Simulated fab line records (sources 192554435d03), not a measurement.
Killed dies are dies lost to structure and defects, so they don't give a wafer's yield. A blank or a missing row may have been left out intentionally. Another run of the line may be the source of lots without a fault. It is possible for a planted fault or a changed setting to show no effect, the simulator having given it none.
fab line records | flow n5Finfet
record lots=11 | wafers=33 | lastDay=17
route steps=1938 shown BEOL_M0@729 BEOL_M1@755 BEOL_M4@1111 PASSIVATION@1936
lots that met no fault: taken from a fault-free run of the same line
startH: hours from the record's opening day to when the first of the lot's shown wafers began | waitH: how many hours have passed since the lot's step before this one | " same as the row above | L1.1+2: one row covering several wafers at once | - no value present, or no start provided | * or withheld: withheld | < > ~ a bound
route shown NAME@n: a module of which the file shows steps, and the number in the route of the first | usual: mean/standard deviation taken from wafers without a fault | same: alike in all rows | chamber/n: place in a boat | sites: the reading at each site | _std_site: the standard deviation of these | _edge_site: the outer-site mean with the inner-site mean subtracted | radiusMm: for every site, how far away it sits from the centre of the wafer | mask NAME#n: copy n | behind: the tool/chamber that last shaped the wafer | hold: reason for holding the lot/hours on hold/outcome of the hold | device: names the non-switching transistor (n, p or np) | end of line: tests of these same wafers at the route's end | for a step that has no rows: nothing shown but its recipe | killed: the dies lost at the first sort to structure and to defects; this is not the yield of the wafer | map: per-die view of a wafer (x killed, . not killed, _ where there is no die)
set.NAME: the setting the step ran with; set.NAME@STEP: the setting that earlier step ran with | model.NAME: the simulator's own value behind a step, which no gauge read
route steps across a sampled set of lots; one table per step, one row per wafer
services: a tool's chamber out of use, with start hour (startH, from the record's first day; less than 0 if before it), hours out, and reason
## steps
# step N5_BEOL_M0_DEGAS_112
# recipe ambient=vacuum | tempC=250 | timeS=60
# usual heaterPowerW=353/49
# same timeS=60
lot.wafer | tool          | chamber | startH | waitH | heaterPowerW
L232.1    | pvdSputter-01 | -       | 127.11 | 0.1   | 339
L232.3    | "             | -       | "      | "     | 448
L232.5    | "             | -       | "      | "     | 436
L234.2    | pvdSputter-01 | -       | 134.16 | 0.6   | 339
L234.5    | "             | -       | "      | "     | 264
L234.6    | "             | -       | "      | "     | 437
L235.1    | pvdSputter-02 | -       | 135.37 | 0.4   | 409
L235.2    | "             | -       | "      | "     | 325
L235.4    | "             | -       | "      | "     | 410
L236.1    | pvdSputter-01 | -       | 142.08 | 1.2   | 266
L236.2    | "             | -       | "      | "     | 321
L236.5    | "             | -       | "      | "     | 337
L238.2    | pvdSputter-03 | -       | 156.71 | 0.3   | 359
L238.4    | "             | -       | "      | "     | 303
L238.5    | "             | -       | "      | "     | 331
L239.1    | pvdSputter-01 | -       | 164.24 | 0.5   | 431
L239.3    | "             | -       | "      | "     | 332
L239.6    | "             | -       | "      | "     | 320
L241.2    | pvdSputter-02 | -       | 178.78 | 0.4   | 407
L241.5    | "             | -       | "      | "     | 325
L241.6    | "             | -       | "      | "     | 417
L244.1    | pvdSputter-02 | -       | 201.29 | 1.7   | 329
L244.3    | "             | -       | "      | "     | 413
L244.5    | "             | -       | "      | "     | 417
L246.2    | pvdSputter-01 | -       | 212.79 | 0.2   | 343
L246.3    | "             | -       | "      | "     | 257
L246.5    | "             | -       | "      | "     | 435
L251.2    | pvdSputter-01 | -       | 240.10 | 0.3   | 268
L251.3    | "             | -       | "      | "     | 325
L251.4    | "             | -       | "      | "     | 340
L252.1    | pvdSputter-02 | -       | 243.24 | 0.3   | 327
L252.4    | "             | -       | "      | "     | 408
L252.5    | "             | -       | "      | "     | 328
# step N5_BEOL_M0_SPUTTER_141
# recipe material=Cu | targetThkA=40 | tempC=-20 | chamberPressurePa=0.07 | powerW=withheld | timeS=7.37
# usual throttleValvePct=30.5/0.86
# same timeS=7.37
lot.wafer | tool          | chamber | startH | waitH | throttleValvePct
L232.1    | pvdSputter-03 | -       | 128.04 | 0.0   | 30.0
L232.3    | "             | -       | "      | "     | 29.5
L232.5    | "             | -       | "      | "     | 31.5
L234.2    | pvdSputter-02 | -       | 135.29 | 0.0   | 31.5
L234.5    | "             | -       | "      | "     | 31.3
L234.6    | "             | -       | "      | "     | 29.5
L235.1    | pvdSputter-02 | -       | 138.35 | 0.0   | 30.5
L235.2    | "             | -       | "      | "     | 29.5
L235.4    | "             | -       | "      | "     | 31.7
L236.1    | pvdSputter-02 | -       | 142.95 | 0.0   | 31.5
L236.2    | "             | -       | "      | "     | 29.3
L236.5    | "             | -       | "      | "     | 29.5
L238.2    | pvdSputter-03 | -       | 157.91 | 0.0   | 29.7
L238.4    | "             | -       | "      | "     | 31.3
L238.5    | "             | -       | "      | "     | 31.1
L239.1    | pvdSputter-01 | -       | 165.32 | 0.0   | 30.1
L239.3    | "             | -       | "      | "     | 30.4
L239.6    | "             | -       | "      | "     | 31.1
L241.2    | pvdSputter-01 | -       | 179.85 | 0.0   | 30.0
L241.5    | "             | -       | "      | "     | 32.0
L241.6    | "             | -       | "      | "     | 30.1
L244.1    | pvdSputter-01 | -       | 202.27 | 0.0   | 30.3
L244.3    | "             | -       | "      | "     | 31.4
L244.5    | "             | -       | "      | "     | 30.2
L246.2    | pvdSputter-02 | -       | 215.37 | 0.0   | 29.5
L246.3    | "             | -       | "      | "     | 31.0
L246.5    | "             | -       | "      | "     | 31.8
L251.2    | pvdSputter-01 | -       | 241.02 | 0.0   | 31.8
L251.3    | "             | -       | "      | "     | 30.4
L251.4    | "             | -       | "      | "     | 30.0
L252.1    | pvdSputter-02 | -       | 244.48 | 0.0   | 30.6
L252.4    | "             | -       | "      | "     | 29.5
L252.5    | "             | -       | "      | "     | 30.3
# step N5_BEOL_M1_COAT_61
# recipe resist=SOC | tempC=250 | timeS=60 | spinRpm=1500 | resistThkNm=60
# usual spinSpeedRpm=1499.9/0.98
# same timeS=60
lot.wafer | tool          | chamber | startH | waitH | spinSpeedRpm
L232.1    | lithoTrack-01 | 0       | 133.05 | 0.1   | 1502.1
L232.3    | "             | 0       | "      | "     | 1500.4
L232.5    | "             | 0       | "      | "     | 1501.2
L234.2    | lithoTrack-05 | 0       | 138.95 | 0.1   | 1501.3
L234.5    | "             | 0       | "      | "     | 1499.8
L234.6    | "             | 0       | "      | "     | 1500.1
L235.1    | lithoTrack-05 | 0       | 139.90 | 0.1   | 1501.2
L235.2    | "             | 0       | "      | "     | 1501.0
L235.4    | "             | 0       | "      | "     | 1500.4
L236.1    | lithoTrack-05 | 0       | 145.40 | 0.1   | 1501.5
L236.2    | "             | 0       | "      | "     | 1500.1
L236.5    | "             | 0       | "      | "     | 1500.4
L238.2    | lithoTrack-04 | 0       | 161.09 | 0.1   | 1499.9
L238.4    | "             | 0       | "      | "     | 1500.8
L238.5    | "             | 0       | "      | "     | 1499.2
L239.1    | lithoTrack-04 | 0       | 167.70 | 0.1   | 1499.5
L239.3    | "             | 0       | "      | "     | 1500.7
L239.6    | "             | 0       | "      | "     | 1498.5
L241.2    | lithoTrack-01 | 0       | 181.89 | 0.1   | 1500.5
L241.5    | "             | 0       | "      | "     | 1499.0
L241.6    | "             | 0       | "      | "     | 1500.4
L244.1    | lithoTrack-05 | 0       | 204.06 | 0.1   | 1499.6
L244.3    | "             | 0       | "      | "     | 1499.1
L244.5    | "             | 0       | "      | "     | 1500.3
L246.2    | lithoTrack-05 | 0       | 217.56 | 0.1   | 1500.2
L246.3    | "             | 0       | "      | "     | 1499.1
L246.5    | "             | 0       | "      | "     | 1501.1
L251.2    | lithoTrack-01 | 0       | 243.01 | 0.1   | 1352.5
L251.3    | "             | 0       | "      | "     | 1355.0
L251.4    | "             | 0       | "      | "     | 1351.4
L252.1    | lithoTrack-01 | 0       | 246.98 | 0.1   | 1352.5
L252.4    | "             | 0       | "      | "     | 1353.9
L252.5    | "             | 0       | "      | "     | 1352.1
# step N5_BEOL_M1_OVL_MEAS_12
# recipe pointsPerWafer=522
# usual M1_OVL=-0.4/0.71
lot.wafer | tool       | chamber | startH | waitH | M1_OVL[nm]
L232.1    | overlay-02 | 0       | 133.47 | 0.0   | 0.1
L232.3    | "          | 0       | "      | "     | -0.7
L232.5    | "          | 0       | "      | "     | -0.4
L234.2    | overlay-01 | 0       | 139.42 | 0.0   | -0.5
L234.5    | "          | 0       | "      | "     | -0.4
L234.6    | "          | 0       | "      | "     | 0.4
L235.1    | overlay-01 | 0       | 140.20 | 0.0   | -0.1
L235.2    | "          | 0       | "      | "     | -0.1
L235.4    | "          | 0       | "      | "     | -0.8
L236.1    | overlay-01 | 0       | 145.82 | 0.0   | -0.7
L236.2    | "          | 0       | "      | "     | -0.3
L236.5    | "          | 0       | "      | "     | -1.1
L238.2    | overlay-02 | 0       | 161.51 | 0.0   | -2.2
L238.4    | "          | 0       | "      | "     | -1.7
L238.5    | "          | 0       | "      | "     | -1.1
L239.1    | overlay-01 | 0       | 168.12 | 0.0   | 0.8
L239.3    | "          | 0       | "      | "     | 0.8
L239.6    | "          | 0       | "      | "     | -0.6
L241.2    | overlay-02 | 0       | 182.19 | 0.0   | -0.6
L241.5    | "          | 0       | "      | "     | 0.5
L241.6    | "          | 0       | "      | "     | -1.2
L244.1    | overlay-02 | 0       | 204.48 | 0.0   | 0.1
L244.3    | "          | 0       | "      | "     | -0.4
L244.5    | "          | 0       | "      | "     | -0.3
L246.2    | overlay-01 | 0       | 217.86 | 0.0   | 0.1
L246.3    | "          | 0       | "      | "     | 0.1
L246.5    | "          | 0       | "      | "     | -0.3
L251.2    | overlay-02 | 0       | 243.46 | 0.0   | -0.2
L251.3    | "          | 0       | "      | "     | -0.1
L251.4    | "          | 0       | "      | "     | -0.4
L252.1    | overlay-02 | 0       | 247.27 | 0.0   | -1.1
L252.4    | "          | 0       | "      | "     | 0.1
L252.5    | "          | 0       | "      | "     | 0.0
# step N5_BEOL_M4_RC_MEAS_101
# usual DIBL_N=36.3/1.7 | DIBL_P=36.5/1.8 | IOFF_N=0.16/0.033 | IOFF_P=0.21/0.037 | ION_N=675/11 | ION_P=462/7.9 | SS_N=71.6/0.64 | SS_P=73.3/0.68 | VT_N=249/3.3 | VT_P=-250/3.3
lot.wafer | tool      | chamber | startH | waitH | DIBL_N[mV/V] | DIBL_P[mV/V] | IOFF_N[nA/um] | IOFF_P[nA/um] | ION_N[uA/um] | ION_P[uA/um] | SS_N[mV/dec] | SS_P[mV/dec] | VT_N[mV] | VT_P[mV]
L232.1    | prober-02 | 0       | 179.55 | 0.0   | 33.6         | 34.1         | 0.14          | 0.21          | 673          | 467          | 71.1         | 73.2         | 248      | -248
L232.3    | "         | 0       | "      | "     | 36.4         | 37.0         | 0.18          | 0.25          | 679          | 468          | 72.3         | 73.4         | 250      | -249
L232.5    | "         | 0       | "      | "     | 35.8         | 36.4         | 0.17          | 0.24          | 676          | 467          | 71.8         | 73.1         | 249      | -246
L234.2    | prober-01 | 0       | 181.49 | 0.2   | 35.7         | 36.1         | 0.15          | 0.18          | 682          | 467          | 71.0         | 73.3         | 251      | -251
L234.5    | "         | 0       | "      | "     | 33.6         | 33.4         | 0.11          | 0.14          | 681          | 462          | 71.0         | 72.8         | 255      | -257
L234.6    | "         | 0       | "      | "     | 36.1         | 36.5         | 0.14          | 0.18          | 677          | 463          | 71.5         | 73.3         | 253      | -253
L235.1    | prober-01 | 0       | 182.71 | 0.0   | 36.4         | 35.8         | 0.15          | 0.22          | 672          | 463          | 72.0         | 72.9         | 249      | -248
L235.2    | "         | 0       | "      | "     | 38.2         | 38.6         | 0.19          | 0.26          | 682          | 470          | 71.9         | 74.6         | 245      | -246
L235.4    | "         | 0       | "      | "     | 37.6         | 37.2         | 0.16          | 0.24          | 671          | 466          | 72.3         | 74.0         | 250      | -245
L236.1    | prober-02 | 0       | 182.85 | 0.0   | 37.3         | 37.5         | 0.18          | 0.23          | 680          | 470          | 71.2         | 72.8         | 247      | -250
L236.2    | "         | 0       | "      | "     | 33.8         | 33.5         | 0.12          | 0.17          | 677          | 471          | 70.7         | 71.7         | 255      | -253
L236.5    | "         | 0       | "      | "     | 35.5         | 36.1         | 0.15          | 0.21          | 683          | 476          | 72.1         | 72.8         | 250      | -250
L238.2    | prober-02 | 0       | 198.17 | 0.2   | 33.1         | 32.8         | 0.11          | 0.17          | 665          | 462          | 70.6         | 72.3         | 255      | -253
L238.4    | "         | 0       | "      | "     | 34.9         | 33.6         | 0.12          | 0.18          | 656          | 455          | 70.5         | 71.4         | 253      | -250
L238.5    | "         | 0       | "      | "     | 33.9         | 33.6         | 0.11          | 0.18          | 668          | 461          | 70.7         | 71.8         | 255      | -251
L239.1    | prober-02 | 0       | 207.58 | 0.0   | 37.4         | 38.4         | 0.18          | 0.24          | 660          | 460          | 72.2         | 73.5         | 251      | -247
L239.3    | "         | 0       | "      | "     | 35.1         | 34.8         | 0.14          | 0.18          | 658          | 445          | 71.9         | 72.8         | 254      | -251
L239.6    | "         | 0       | "      | "     | 32.3         | 33.3         | 0.11          | 0.16          | 657          | 457          | 70.5         | 72.1         | 255      | -254
L241.2    | prober-01 | 0       | 223.35 | 0.2   | 34.9         | 35.2         | 0.15          | 0.22          | 679          | 467          | 71.0         | 73.7         | 249      | -250
L241.5    | "         | 0       | "      | "     | 35.6         | 36.8         | 0.16          | 0.23          | 675          | 467          | 71.6         | 74.1         | 249      | -248
L241.6    | "         | 0       | "      | "     | 33.3         | 33.1         | 0.12          | 0.19          | 690          | 479          | 70.1         | 72.8         | 254      | -249
L244.1    | prober-02 | 0       | 250.98 | 0.0   | 38.8         | 39.3         | 0.21          | 0.25          | 672          | 458          | 71.6         | 74.9         | 245      | -249
L244.3    | "         | 0       | "      | "     | 36.4         | 34.7         | 0.15          | 0.17          | 665          | 448          | 71.3         | 72.5         | 253      | -253
L244.5    | "         | 0       | "      | "     | 38.9         | 38.0         | 0.21          | 0.22          | 676          | 453          | 72.8         | 74.5         | 248      | -250
L246.2    | prober-02 | 0       | 256.66 | 0.2   | 37.0         | 36.3         | 0.17          | 0.24          | 677          | 463          | 71.6         | 73.4         | 249      | -248
L246.3    | "         | 0       | "      | "     | 38.1         | 37.1         | 0.19          | 0.24          | 675          | 462          | 72.2         | 73.7         | 248      | -246
L246.5    | "         | 0       | "      | "     | 39.1         | 38.9         | 0.21          | 0.27          | 686          | 465          | 72.7         | 73.8         | 248      | -248
L251.2    | prober-02 | 0       | 288.09 | 0.2   | 33.4         | 33.1         | 0.13          | 0.17          | 682          | 465          | 71.4         | 72.7         | 251      | -254
L251.3    | "         | 0       | "      | "     | 35.3         | 34.8         | 0.16          | 0.19          | 677          | 462          | 71.3         | 73.6         | 247      | -251
L251.4    | "         | 0       | "      | "     | 34.3         | 33.9         | 0.14          | 0.18          | 672          | 459          | 71.9         | 73.2         | 250      | -252
L252.1    | prober-02 | 0       | 291.64 | 0.0   | 40.0         | 40.9         | 0.28          | 0.27          | 717          | 475          | 72.9         | 74.6         | 241      | -250
L252.4    | "         | 0       | "      | "     | 38.2         | 38.7         | 0.23          | 0.24          | 695          | 461          | 73.1         | 74.5         | 242      | -249
L252.5    | "         | 0       | "      | "     | 37.6         | 37.9         | 0.21          | 0.22          | 687          | 459          | 71.7         | 73.4         | 245      | -251
# step N5_PASSIVATION_PROBE_49
# usual defectLimitedYield=91.3/1.5 | killed_at_M0_to_M3=34/9.4 | killed_at_M4_up=13/5.3 | killedAtContacts=13/5.7 | killedAtFrontEnd=40/10 | killedAtOther=3.7/2.8 | killedDies=103/17 | killedOpen=67/13 | killedShort=35/8.5 | sort_bin_4_leakage=0.00/0.016 | sort_bin_5_function=5.0/0.98 | sort_bin_6_memory=3.3/0.7 | sortNPass=1077/17 | sortYieldPct=91.3/1.5
# same grossDies=1180 | killedAtBackSide=0 | sort_bin_8_speed[%]=0
lot.wafer | tool      | chamber | startH | waitH | defectLimitedYield[%] | killed_at_M0_to_M3 | killed_at_M4_up | killedAtContacts | killedAtFrontEnd | killedAtOther | killedDies | killedOpen | killedShort | sort_bin_4_leakage[%] | sort_bin_5_function[%] | sort_bin_6_memory[%] | sortNPass | sortYieldPct[%]
L236.1    | prober-01 | -       | 289.51 | 0.0   | 90.9                  | 43                 | 9               | 21               | 30               | 4             | 107        | 68         | 33          | 0                     | 5.2                    | 3.3                  | 1073      | 90.9
L236.2    | prober-01 | -       | 289.56 | 0.1   | 91.4                  | 36                 | 7               | 12               | 43               | 3             | 101        | 66         | 34          | 0                     | 4.8                    | 3.1                  | 1079      | 91.4
L236.5    | prober-01 | -       | 289.71 | 0.2   | 91.9                  | 37                 | 11              | 7                | 37               | 4             | 96         | 56         | 36          | 0                     | 4.2                    | 3.2                  | 1084      | 91.9
L235.1    | prober-02 | -       | 289.91 | 0.0   | 91.3                  | 40                 | 9               | 7                | 38               | 9             | 103        | 67         | 35          | 0                     | 5.1                    | 3.4                  | 1077      | 91.3
L235.2    | prober-02 | -       | 289.96 | 0.1   | 90.0                  | 31                 | 14              | 15               | 51               | 7             | 118        | 69         | 47          | 0                     | 6.0                    | 3.1                  | 1062      | 90.0
L235.4    | prober-02 | -       | 290.06 | 0.2   | 92.2                  | 23                 | 14              | 8                | 40               | 7             | 92         | 61         | 31          | 0                     | 3.7                    | 3.7                  | 1088      | 92.2
L239.1    | prober-01 | -       | 316.04 | 0.0   | 91.2                  | 18                 | 14              | 9                | 60               | 3             | 104        | 66         | 37          | 0                     | 4.8                    | 3.5                  | 1076      | 91.2
L239.3    | prober-01 | -       | 316.14 | 0.1   | 91.9                  | 27                 | 30              | 12               | 22               | 4             | 95         | 69         | 22          | 0                     | 4.6                    | 3.2                  | 1085      | 91.9
L239.6    | prober-01 | -       | 316.29 | 0.3   | 89.6                  | 36                 | 12              | 14               | 55               | 6             | 123        | 71         | 50          | 0                     | 5.5                    | 4.6                  | 1057      | 89.6
L244.1    | prober-01 | -       | 355.52 | 0.0   | 90.8                  | 24                 | 17              | 11               | 51               | 5             | 108        | 70         | 37          | 0                     | 5.1                    | 3.7                  | 1072      | 90.8
L244.3    | prober-01 | -       | 355.62 | 0.1   | 90.5                  | 25                 | 6               | 18               | 59               | 4             | 112        | 68         | 44          | 0                     | 5.7                    | 3.5                  | 1068      | 90.5
L244.5    | prober-01 | -       | 355.72 | 0.2   | 91.9                  | 26                 | 7               | 15               | 39               | 8             | 95         | 67         | 27          | 0                     | 4.7                    | 3.1                  | 1085      | 91.9
# killed by level:class
L236.1 MOL_CONTACT_COAG:geometricParticle:open=18 BEOL_M0_SAQP:geometricParticle:open=11 BEOL_M0_SAQP:geometricParticle:short=9 STI_FIN_REVEAL:geometricParticle:open=9 FIN_SAQP:geometricParticle:short=7 BEOL_M0:geometricParticle:open=6 BEOL_M2:geometricParticle:open=5 BEOL_M3:geometricParticle:open=5
L236.2 STI_FIN_REVEAL:geometricParticle:open=10 MOL_CONTACT_COAG:geometricParticle:open=10 BEOL_M2:geometricParticle:open=9 BEOL_M3:geometricParticle:open=9 FIN_SAQP:geometricParticle:short=7 FIN_SAQP:geometricParticle:open=5 GATE_CUT:geometricParticle:short=5 STI_FIN_REVEAL:geometricParticle:short=5
L236.5 STI_FIN_REVEAL:geometricParticle:open=12 FIN_SAQP:geometricParticle:short=10 BEOL_M0_SAQP:geometricParticle:short=8 FIN_SAQP:geometricParticle:open=7 MOL_CONTACT_COAG:geometricParticle:open=7 BEOL_M2:geometricParticle:open=7 BEOL_M0_SAQP:geometricParticle:open=6 BEOL_M3:geometricParticle:open=5
L235.1 FIN_SAQP:geometricParticle:open=16 BEOL_M0_SAQP:geometricParticle:open=10 BEOL_M2:geometricParticle:open=9 FIN_SAQP:geometricParticle:short=7 BEOL_M2:geometricParticle:short=7 BEOL_M1:geometricParticle:open=6 MOL_CONTACT_COAG:geometricParticle:open=5 BEOL_M0_SAQP:geometricParticle:short=5
L235.2 FIN_SAQP:geometricParticle:open=12 BEOL_M0_SAQP:geometricParticle:open=12 FIN_SAQP:geometricParticle:short=11 BEOL_M0_SAQP:geometricParticle:short=11 MOL_CONTACT_COAG:geometricParticle:open=10 BEOL_M4:geometricParticle:open=9 STI_FIN_REVEAL:geometricParticle:open=7 MOL_CONTACT_COAG:geometricParticle:short=5
L235.4 FIN_SAQP:geometricParticle:open=15 BEOL_M0_SAQP:geometricParticle:open=10 MOL_CONTACT_COAG:geometricParticle:open=8 BEOL_M0_SAQP:geometricParticle:short=6 BEOL_M4:geometricParticle:open=5 FIN_SAQP:geometricParticle:short=4 BEOL_M5:geometricParticle:open=4 STI_FIN_REVEAL:geometricParticle:open=4
L239.1 FIN_SAQP:geometricParticle:short=13 FIN_SAQP:geometricParticle:open=10 STI_FIN_REVEAL:geometricParticle:open=7 ILD0:geometricParticle:open=7 MOL_CONTACT_COAG:geometricParticle:open=7 BEOL_M4:geometricParticle:open=6 STARTING-WAFER:geometricParticle:open=6 BEOL_M3:geometricParticle:open=5
L239.3 BEOL_M4:geometricParticle:open=14 MOL_CONTACT_COAG:geometricParticle:open=10 BEOL_M1:geometricParticle:open=7 BEOL_M2:geometricParticle:open=6 FIN_SAQP:geometricParticle:short=5 BEOL_M3:geometricParticle:open=5 STI_FIN_REVEAL:geometricParticle:open=4 BEOL_M0:geometricParticle:open=4
L239.6 FIN_SAQP:geometricParticle:short=24 FIN_SAQP:geometricParticle:open=13 MOL_CONTACT_COAG:geometricParticle:open=11 BEOL_M3:geometricParticle:open=10 BEOL_M0_SAQP:geometricParticle:short=6 BEOL_M0_SAQP:geometricParticle:open=5 DUMMY_GATE:geometricParticle:open=5 BEOL_M1:geometricParticle:open=5
L244.1 MOL_CONTACT_COAG:geometricParticle:open=10 BEOL_M2:geometricParticle:open=9 STI_FIN_REVEAL:geometricParticle:open=7 FIN_SAQP:geometricParticle:open=6 GATE_CUT:geometricParticle:short=6 GATE_CUT:geometricParticle:open=6 BEOL_M4:geometricParticle:open=6 STARTING-WAFER:geometricParticle:short=5
L244.3 FIN_SAQP:geometricParticle:open=13 MOL_CONTACT_COAG:geometricParticle:open=11 BEOL_M2:geometricParticle:open=10 STI_FIN_REVEAL:geometricParticle:open=8 FIN_SAQP:geometricParticle:short=7 MOL_CONTACT_COAG:geometricParticle:short=7 STI_FIN_REVEAL:geometricParticle:short=6 ILD0:geometricParticle:short=5
L244.5 MOL_CONTACT_COAG:geometricParticle:open=14 BEOL_M2:geometricParticle:open=12 GATE_CUT:geometricParticle:short=8 STARTING-WAFER:geometricParticle:open=7 FIN_SAQP:geometricParticle:open=6 BEOL_M0_SAQP:geometricParticle:open=4 FIN_SAQP:geometricParticle:short=3 STI_FIN_REVEAL:geometricParticle:open=3
## services
tool          | chamber | startH | hours | kind
pvdSputter-03 | -       | 121.68 | 0.6   | repair
pvdSputter-02 | -       | 124.42 | 3.5   | repair
## key
firstSign step=N5_BEOL_M1_COAT_61 | reading=spinSpeedRpm | direction=down | sigmas=99+ | usual=* | struck=*
effect none on later readings
metAt N5_BEOL_M1_COAT_61
struckLots L251,L252
notActingAt N5_BEOL_M0_DEGAS_112,N5_BEOL_M0_SPUTTER_141,N5_BEOL_M1_OVL_MEAS_12
onsetBetween 181.89 243.01
fault kind=processParameterDrift | tool=lithoTrack-01 | chamber=- | onsetH=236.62 | steps=N5_BEOL_M1_COAT_61 | channel=spinRpm | offset=* | shape=step | endH=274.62 | actsIn=* | stated=*
